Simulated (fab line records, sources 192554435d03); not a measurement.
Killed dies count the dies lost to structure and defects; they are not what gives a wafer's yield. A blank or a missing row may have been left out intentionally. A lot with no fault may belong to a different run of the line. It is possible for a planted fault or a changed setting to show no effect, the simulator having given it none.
What tool caused it?	flow n5-finfet	24 lots with 72 wafers sampled at 6 steps, on a route of 1938 steps

WHAT EACH GAUGE READ, for each wafer
The record holds no reading of a measuring or inspecting step that can be judged against a usual standard deviation.

EACH LOT AND THE TOOL THAT RAN IT (in order: tool; ch and the chambers of the sampled wafers; start)
lot	N5_BEOL_M3_SPUTTER_88	N5_BEOL_M3_SPUTTER_92	N5_BEOL_M4_ILD_DEP_00	N5_BEOL_M4_HM_DEP_02	N5_BEOL_M4_STRIP_97	N5_BEOL_M4_ANNEAL_89
L074	pvd-sputter-01, day 7 07:25	pvd-sputter-01, day 7 07:52	pecvd-04 ch 0,2, day 7 09:49	pvd-sputter-02, day 7 11:27	rie-diel-06 ch 1,2, day 8 02:50 or earlier	pvd-sputter-01, day 8 02:50
L075	pvd-sputter-03, day 7 16:13	pvd-sputter-03, day 7 16:40	pecvd-04 ch 0,1, day 7 18:13	pvd-sputter-01, day 7 19:15	rie-diel-01 ch 0,3, day 8 05:35 or earlier	pvd-sputter-01, day 8 05:35
L076	pvd-sputter-03, day 7 18:48	pvd-sputter-03, day 7 19:14	pecvd-03 ch 0,1, day 7 20:47	pvd-sputter-01, day 7 23:22	rie-diel-02 ch 1,2,3, day 8 09:45 or earlier	pvd-sputter-03, day 8 09:45
L077	pvd-sputter-01, day 7 22:15	pvd-sputter-01, day 7 22:41	pecvd-04 ch 0,2, day 8 00:14	pvd-sputter-01, day 8 00:53	rie-diel-01 ch 0,3, day 8 11:35 or earlier	pvd-sputter-03, day 8 11:35
L078	pvd-sputter-02, day 8 13:07	pvd-sputter-02, day 8 13:34	pecvd-04 ch 0,1, day 8 15:17	pvd-sputter-03, day 8 17:35	rie-diel-02 ch 0,1,3, day 9 03:03 or earlier	pvd-sputter-01, day 9 03:03
L079	pvd-sputter-02, day 8 17:46	pvd-sputter-02, day 8 18:12	pecvd-04 ch 1,2, day 8 19:53	pvd-sputter-01, day 8 21:48	rie-diel-02 ch 0,3, day 9 06:29 or earlier	pvd-sputter-03, day 9 06:29
L080	pvd-sputter-02, day 9 06:34	pvd-sputter-02, day 9 07:01	pecvd-04 ch 0,1,2, day 9 08:48	pvd-sputter-02, day 9 10:37	rie-diel-01 ch 0,2, day 9 23:44 or earlier	pvd-sputter-02, day 9 23:44
L081	pvd-sputter-01, day 9 09:46	pvd-sputter-01, day 9 10:12	pecvd-03 ch 0,1, day 9 12:04	pvd-sputter-01, day 9 12:19	rie-diel-02 ch 0,1,2, day 9 19:33 or earlier	pvd-sputter-01, day 9 19:33
L082	pvd-sputter-03, day 9 10:26	pvd-sputter-03, day 9 10:53	pecvd-03 ch 0,1,2, day 9 12:40	pvd-sputter-01, day 9 14:56	rie-diel-02 ch 0,1, day 10 02:17 or earlier	pvd-sputter-01, day 10 02:17
L083	pvd-sputter-02, day 9 20:59	pvd-sputter-02, day 9 21:25	pecvd-04 ch 0,2, day 9 23:31	pvd-sputter-02, day 10 00:54	rie-diel-02 ch 0,1,3, day 10 06:17 or earlier	pvd-sputter-01, day 10 06:17
L084	pvd-sputter-01, day 9 23:48	pvd-sputter-01, day 10 00:14	pecvd-04 ch 1,2, day 10 01:55	pvd-sputter-03, day 10 03:52	rie-diel-02 ch 2,3, day 10 09:16 or earlier	pvd-sputter-03, day 10 09:16
L085	pvd-sputter-01, day 10 04:05	pvd-sputter-01, day 10 04:31	pecvd-01 ch 0,1, day 10 06:24	pvd-sputter-01, day 10 07:28	rie-diel-06 ch 0,3, day 10 20:00 or earlier	pvd-sputter-02, day 10 20:00
L086	pvd-sputter-03, day 10 19:47	pvd-sputter-03, day 10 20:13	pecvd-03 ch 0,2, day 10 21:46	pvd-sputter-03, day 10 23:05	rie-diel-01 ch 0,1,3, day 11 05:05 or earlier	pvd-sputter-03, day 11 05:05
L087	pvd-sputter-03, day 11 02:04	pvd-sputter-03, day 11 02:30	pecvd-03 ch 1,2, day 11 04:03	pvd-sputter-02, day 11 04:41	rie-diel-01 ch 0,1,3, day 11 11:38 or earlier	pvd-sputter-03, day 11 11:38
L089	pvd-sputter-02, day 11 10:42	pvd-sputter-02, day 11 11:08	pecvd-01 ch 0,1,2, day 11 12:41	pvd-sputter-02, day 11 14:33	rie-diel-01 ch 0,2,3, day 12 04:11 or earlier	pvd-sputter-01, day 12 04:11
L091	pvd-sputter-02, day 11 19:05	pvd-sputter-02, day 11 19:35	pecvd-03 ch 0,1, day 11 21:16	pvd-sputter-03, day 11 21:41	rie-diel-06 ch 2,3, day 12 07:12 or earlier	pvd-sputter-01, day 12 07:12
L088	pvd-sputter-02, day 11 21:20	pvd-sputter-02, day 11 21:50	pecvd-04 ch 0,2, day 11 23:28	pvd-sputter-02, day 12 01:55	rie-diel-01 ch 0,2,3, day 12 12:46 or earlier	pvd-sputter-03, day 12 12:46
L090	pvd-sputter-02, day 12 00:10	pvd-sputter-02, day 12 00:40	pecvd-03 ch 0,1, day 12 02:17	pvd-sputter-01, day 12 02:43	rie-diel-01 ch 1,2,3, day 12 10:34 or earlier	pvd-sputter-03, day 12 10:34
L092	pvd-sputter-02, day 12 04:17	pvd-sputter-02, day 12 04:47	pecvd-04 ch 0,1,2, day 12 06:35	pvd-sputter-01, day 12 08:20	rie-diel-02 ch 0,2,3, day 12 20:13 or earlier	pvd-sputter-03, day 12 20:13
L095	pvd-sputter-02, day 12 15:43	pvd-sputter-02, day 12 16:09	pecvd-03 ch 0,1, day 12 17:47	pvd-sputter-03, day 12 18:38	rie-diel-01 ch 0,1,2, day 13 04:55 or earlier	pvd-sputter-01, day 13 04:55
L094	pvd-sputter-02, day 13 00:40	pvd-sputter-02, day 13 01:06	pecvd-04 ch 0,1,2, day 13 03:27	pvd-sputter-01, day 13 06:07	rie-diel-01 ch 1,2, day 13 15:10 or earlier	pvd-sputter-03, day 13 15:10
L093	pvd-sputter-01, day 13 08:48	pvd-sputter-01, day 13 09:14	pecvd-04 ch 0,1, day 13 10:50	pvd-sputter-01, day 13 13:04	rie-diel-01 ch 0,1,2, day 14 03:22 or earlier	pvd-sputter-02, day 14 03:22
L096	pvd-sputter-03, day 13 17:53	pvd-sputter-03, day 13 18:20	pecvd-01 ch 1,2, day 13 19:55	pvd-sputter-01, day 13 22:02	rie-diel-01 ch 0,2,3, day 14 08:56 or earlier	pvd-sputter-03, day 14 08:56
L097	pvd-sputter-03, day 14 03:29	pvd-sputter-03, day 14 03:56	pecvd-04 ch 0,1,2, day 14 05:32	pvd-sputter-02, day 14 06:20	rie-diel-02 ch 0,3, day 15 01:09 or earlier	pvd-sputter-02, day 15 01:09
- N5_BEOL_M3_SPUTTER_88: material Cu, target thk 4.5 nm, time 8.29 s.
- N5_BEOL_M3_SPUTTER_92: material Cu, target thk 4.5 nm, time 8.29 s.
- N5_BEOL_M4_ILD_DEP_00: deposits SiOC from DEMS/O2, target thk 79 nm, time 15.3 s.
- N5_BEOL_M4_HM_DEP_02: deposits TiN, target thk 20 nm.
- N5_BEOL_M4_STRIP_97: strips in N2/H2, time 10 s.
- N5_BEOL_M4_ANNEAL_89: time 240 s.

WHAT THE TOOLS THEMSELVES READ (means of the sampled wafers that have a number; where no wafer has one, the mark that the record gives instead)
N5_BEOL_M3_SPUTTER_88. Usual: throttle-valve-pct reads 29.9 % (standard deviation 1).
lot	tool	throttle-valve-pct (%)	flag
L074	pvd-sputter-01	30.8	
L075	pvd-sputter-03	31.5	
L076	pvd-sputter-03	30.5	
L077	pvd-sputter-01	30.5	
L078	pvd-sputter-02	29.2	
L079	pvd-sputter-02	29.4	
L080	pvd-sputter-02	29.2	
L081	pvd-sputter-01	30.8	
L082	pvd-sputter-03	30.6	
L083	pvd-sputter-02	29.2	
L084	pvd-sputter-01	31.5	
L085	pvd-sputter-01	30.5	
L086	pvd-sputter-03	29.6	
L087	pvd-sputter-03	31.1	
L089	pvd-sputter-02	29.2	
L091	pvd-sputter-02	29.0	
L088	pvd-sputter-02	29.0	
L090	pvd-sputter-02	29.2	
L092	pvd-sputter-02	29.1	
L095	pvd-sputter-02	29.1	
L094	pvd-sputter-02	29.1	
L093	pvd-sputter-01	31.0	
L096	pvd-sputter-03	30.5	
L097	pvd-sputter-03	30.2	

N5_BEOL_M3_SPUTTER_92. Usual: throttle-valve-pct reads 29.9 % (standard deviation 1).
lot	tool	throttle-valve-pct (%)	flag
L074	pvd-sputter-01	30.8	
L075	pvd-sputter-03	31.3	
L076	pvd-sputter-03	30.4	
L077	pvd-sputter-01	30.4	
L078	pvd-sputter-02	29.0	
L079	pvd-sputter-02	29.2	
L080	pvd-sputter-02	29.2	
L081	pvd-sputter-01	30.7	
L082	pvd-sputter-03	30.4	
L083	pvd-sputter-02	28.8	
L084	pvd-sputter-01	31.4	
L085	pvd-sputter-01	30.2	
L086	pvd-sputter-03	29.5	
L087	pvd-sputter-03	31.3	
L089	pvd-sputter-02	29.1	
L091	pvd-sputter-02	29.2	
L088	pvd-sputter-02	29.1	
L090	pvd-sputter-02	29.3	
L092	pvd-sputter-02	29.2	
L095	pvd-sputter-02	29.3	
L094	pvd-sputter-02	29.1	
L093	pvd-sputter-01	30.8	
L096	pvd-sputter-03	30.4	
L097	pvd-sputter-03	30.3	

N5_BEOL_M4_ILD_DEP_00. Usual: heater-power-w 494 W, standard deviation 43; showerhead-plenum-p-Torr 5.694 Torr, standard deviation 0.016; throttle-valve-pct 12.2 %, standard deviation 1.3.
lot	tool	heater-power-w (W)	showerhead-plenum-p-Torr (Torr)	throttle-valve-pct (%)	flag
L074	pecvd-04	493	5.679	12.1	
L075	pecvd-04	478	5.698	13.6	
L076	pecvd-03	441	5.720	12.5	
L077	pecvd-04	506	5.690	13.4	
L078	pecvd-04	494	5.690	12.9	
L079	pecvd-04	484	5.679	11.5	
L080	pecvd-04	499	5.690	12.6	
L081	pecvd-03	469	5.705	12.5	
L082	pecvd-03	482	5.699	12.1	
L083	pecvd-04	462	5.691	13.5	
L084	pecvd-04	525	5.686	11.4	
L085	pecvd-01	504	5.709	12.1	
L086	pecvd-03	505	5.693	11.6	
L087	pecvd-03	524	5.695	12.1	
L089	pecvd-01	530	5.710	11.4	
L091	pecvd-03	459	5.694	11.9	
L088	pecvd-04	501	5.682	13.5	
L090	pecvd-03	486	5.718	12.0	
L092	pecvd-04	508	5.687	12.7	
L095	pecvd-03	418	5.707	12.2	
L094	pecvd-04	478	5.683	12.8	
L093	pecvd-04	502	5.703	13.1	
L096	pecvd-01	515	5.688	11.0	
L097	pecvd-04	513	5.680	12.8	

N5_BEOL_M4_HM_DEP_02. Usual: throttle-valve-pct reads 30.2 % (standard deviation 1).
lot	tool	throttle-valve-pct (%)	flag
L074	pvd-sputter-02	29.2	
L075	pvd-sputter-01	31.6	
L076	pvd-sputter-01	30.8	
L077	pvd-sputter-01	31.0	
L078	pvd-sputter-03	30.4	
L079	pvd-sputter-01	30.9	
L080	pvd-sputter-02	28.8	
L081	pvd-sputter-01	31.6	
L082	pvd-sputter-01	31.1	
L083	pvd-sputter-02	29.3	
L084	pvd-sputter-03	30.5	
L085	pvd-sputter-01	30.8	
L086	pvd-sputter-03	29.2	
L087	pvd-sputter-02	28.7	
L089	pvd-sputter-02	29.2	
L091	pvd-sputter-03	29.7	
L088	pvd-sputter-02	29.4	
L090	pvd-sputter-01	30.9	
L092	pvd-sputter-01	31.1	
L095	pvd-sputter-03	30.6	
L094	pvd-sputter-01	30.6	
L093	pvd-sputter-01	31.0	
L096	pvd-sputter-01	30.2	
L097	pvd-sputter-02	29.3	

N5_BEOL_M4_STRIP_97. Usual: drypump-motor-current-A 5.8 A, standard deviation 0.54; oes-product-au 0.82 a.u., standard deviation 0.1; rf-vpp-V 59.2 V, standard deviation 0.82; showerhead-plenum-p-Torr 2.50 Torr, standard deviation 0.093; throttle-valve-pct 23.59 %, standard deviation 0.19.
lot	tool	drypump-motor-current-A (A)	oes-product-au (a.u.)	rf-vpp-V (V)	showerhead-plenum-p-Torr (Torr)	throttle-valve-pct (%)	flag
L074	rie-diel-06	5.1	0.82	59.8	2.56	23.50	
L075	rie-diel-01	6.1	0.88	59.4	2.51	23.53	
L076	rie-diel-02	5.8	0.78	59.7	2.51	23.60	
L077	rie-diel-01	6.1	0.88	59.4	2.51	23.52	
L078	rie-diel-02	5.9	0.70	58.8	2.41	23.71	
L079	rie-diel-02	6.2	0.69	57.8	2.43	23.79	
L080	rie-diel-01	5.4	0.89	59.0	2.51	23.31	
L081	rie-diel-02	5.5	0.77	58.8	2.50	23.67	
L082	rie-diel-02	5.5	0.69	58.5	2.40	23.80	
L083	rie-diel-02	5.8	0.69	58.8	2.41	23.74	
L084	rie-diel-02	6.1	0.76	59.3	2.52	23.68	
L085	rie-diel-06	5.4	0.91	59.1	2.56	23.44	
L086	rie-diel-01	6.3	0.85	58.9	2.50	23.59	
L087	rie-diel-01	6.3	0.84	59.2	2.50	23.60	
L089	rie-diel-01	5.8	0.84	59.2	2.50	23.45	
L091	rie-diel-06	5.4	0.83	59.3	2.54	23.62	
L088	rie-diel-01	5.7	0.84	59.1	2.50	23.45	
L090	rie-diel-01	6.0	0.88	58.8	2.48	23.49	
L092	rie-diel-02	5.9	0.75	58.8	2.51	23.76	
L095	rie-diel-01	6.0	0.83	58.6	2.49	23.52	
L094	rie-diel-01	6.2	0.87	59.6	2.47	23.56	
L093	rie-diel-01	5.9	0.83	59.4	2.49	23.52	
L096	rie-diel-01	5.7	0.82	59.2	2.49	23.47	
L097	rie-diel-02	6.3	0.88	58.9	2.63	23.60	

N5_BEOL_M4_ANNEAL_89. Usual: heater-power-w reads 787 W (standard deviation 86).
lot	tool	heater-power-w (W)	flag
L074	pvd-sputter-01	771	
L075	pvd-sputter-01	878	
L076	pvd-sputter-03	798	
L077	pvd-sputter-03	731	
L078	pvd-sputter-01	781	
L079	pvd-sputter-03	708	
L080	pvd-sputter-02	906	
L081	pvd-sputter-01	771	
L082	pvd-sputter-01	772	
L083	pvd-sputter-01	831	
L084	pvd-sputter-03	710	
L085	pvd-sputter-02	830	
L086	pvd-sputter-03	735	
L087	pvd-sputter-03	720	
L089	pvd-sputter-01	876	
L091	pvd-sputter-01	761	
L088	pvd-sputter-03	763	
L090	pvd-sputter-03	741	
L092	pvd-sputter-03	754	
L095	pvd-sputter-01	778	
L094	pvd-sputter-03	735	
L093	pvd-sputter-02	954	
L096	pvd-sputter-03	740	
L097	pvd-sputter-02	846	

THE ANSWER, worked out from the rows above alone
Rule: a lot counts as off when the mean over its wafers that have a number is more than 3 standard deviations away from the usual mean. Also off: a lot with no number at a reading for which 4 or more lots have one. Where the step has rows for the other lots, those lots are counted as sound. The gauges are gone through in route order, then the tools' own readings, and for those a lot's mean is taken as printed above. The first step at which some lot is off is used, and at that step the reading that is off furthest; a lot without a number counts as furthest.
No lot is off at any reading shown: from this, nothing can be told.

WHAT HAD BEEN PUT IN BY THE SIMULATOR
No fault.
